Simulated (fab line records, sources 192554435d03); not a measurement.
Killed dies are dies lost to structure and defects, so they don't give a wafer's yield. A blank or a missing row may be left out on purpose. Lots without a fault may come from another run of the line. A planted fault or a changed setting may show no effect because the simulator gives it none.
Split-lot experiment | flow n5_finfet | 7 lots, 21 wafers read, on a route of 1938 steps

THE SPLIT
At N5_PASSIVATION_VIA_ETCH_13 (etches SiO2 in CHF3/O2, target depth 660 nm, time 330 s), the setting bias_w was moved away from the recipe's 170 W on 6 of the 21 wafers read, by -16.5% to +9.0%. The other wafers ran this setting at the recipe's value.

The reading is taken at the split's own step.

THE READING
rf_vpp_V, in V, at N5_PASSIVATION_VIA_ETCH_13 (etches SiO2 in CHF3/O2, target depth 660 nm, time 330 s). Fault-free wafers of this fab line usually give 527 V, standard deviation 7.9 V.

wafer  | tool, chamber at the split | bias_w as run, W | against the recipe | rf_vpp_V, V | against lot-mates on the recipe
L077.1 | rie_diel-05, 2             | 170              | recipe             | 526         | -
L077.2 | rie_diel-05, 3             | 170              | recipe             | 541         | -
L077.5 | rie_diel-05, 1             | 170              | recipe             | 523         | -
L079.4 | rie_diel-06, 1             | 141.9            | -16.5%             | 464         | -62
L079.5 | rie_diel-06, 3             | 170              | recipe             | 525         | -
L079.6 | rie_diel-06, 2             | 170              | recipe             | 528         | -
L082.1 | rie_diel-06, 3             | 170              | recipe             | 525         | -
L082.4 | rie_diel-06, 2             | 170              | recipe             | 527         | -
L082.5 | rie_diel-06, 2             | 170              | recipe             | 527         | -
L086.1 | rie_diel-03, 3             | 185.3            | +9.0%              | 550         | +30
L086.3 | rie_diel-03, 2             | 170              | recipe             | 526         | -
L086.5 | rie_diel-03, 3             | 170              | recipe             | 514         | -
L087.2 | rie_diel-03, 2             | 153.1            | -9.9%              | 482         | -46
L087.3 | rie_diel-03, 0             | 170              | recipe             | 528         | -
L087.5 | rie_diel-03, 2             | 153.1            | -9.9%              | 483         | -45
L093.1 | rie_diel-05, 1             | 170              | recipe             | 520         | -
L093.5 | rie_diel-05, 0             | 170              | recipe             | 537         | -
L093.6 | rie_diel-05, 1             | 178.5            | +5.0%              | 542         | +14
L097.1 | rie_diel-06, 2             | 184.7            | +8.6%              | 564         | +40
L097.4 | rie_diel-06, 3             | 170              | recipe             | 525         | -
L097.6 | rie_diel-06, 3             | 170              | recipe             | 524         | -

THE FIT
A straight line over all 21 wafers: rf_vpp_V changes by +3.85 V for each +1% of bias_w; r = +0.96; the points scatter about the line by 6.3 V.
The same after taking each lot's own level away (the mean of its wafers on the recipe; 21 wafers): +4 V for each +1%; r = +0.97; scatter 5.5 V.
On that fit, the largest move of bias_w shifts the reading by 66 V.
The lots' own levels span 520.0 to 530.0 V, that is 1.3 times the standard deviation above.
So the lot-to-lot level changes the slope little: the two slopes agree.
Check: with one of the wafers moved furthest among these (-16.5%) left out of the fit, the line predicts -70.3 V for it against its lot-mates. It came out at -62.5 V against them.
Tool readings at the split's step, against how far the setting was moved: rf_vpp_V r = +0.96.

OTHER SPLITS ON THESE WAFERS
These wafers also went through other splits before the reading. Each is held against what the fit with the lots' levels taken away leaves over:
other split on the same wafers    | wafers away from the commonest value | r with rf_vpp_V (lot level and that fit taken away)
N5_BEOL_M10_PEB_26 peb_time_s     | 9                                    | -0.43
N5_BEOL_M11_PEB_26 peb_time_s     | 9                                    | +0.18
N5_BEOL_M11_ETCH_66 time_s        | 8                                    | +0.08
N5_BEOL_M13_COAT_04 spin_rpm      | 9                                    | +0.40
N5_BEOL_M14_TRENCH_ETCH_34 bias_w | 7                                    | -0.04
N5_BEOL_M14_SPUTTER_44 time_s     | 7                                    | +0.14
N5_BEOL_M15_ILD_DEP_00 temp_c     | 11                                   | -0.01

THE FILE'S OWN FIT
rf_vpp_V changes by +3.94 V for each +1% of bias_w, r = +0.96.
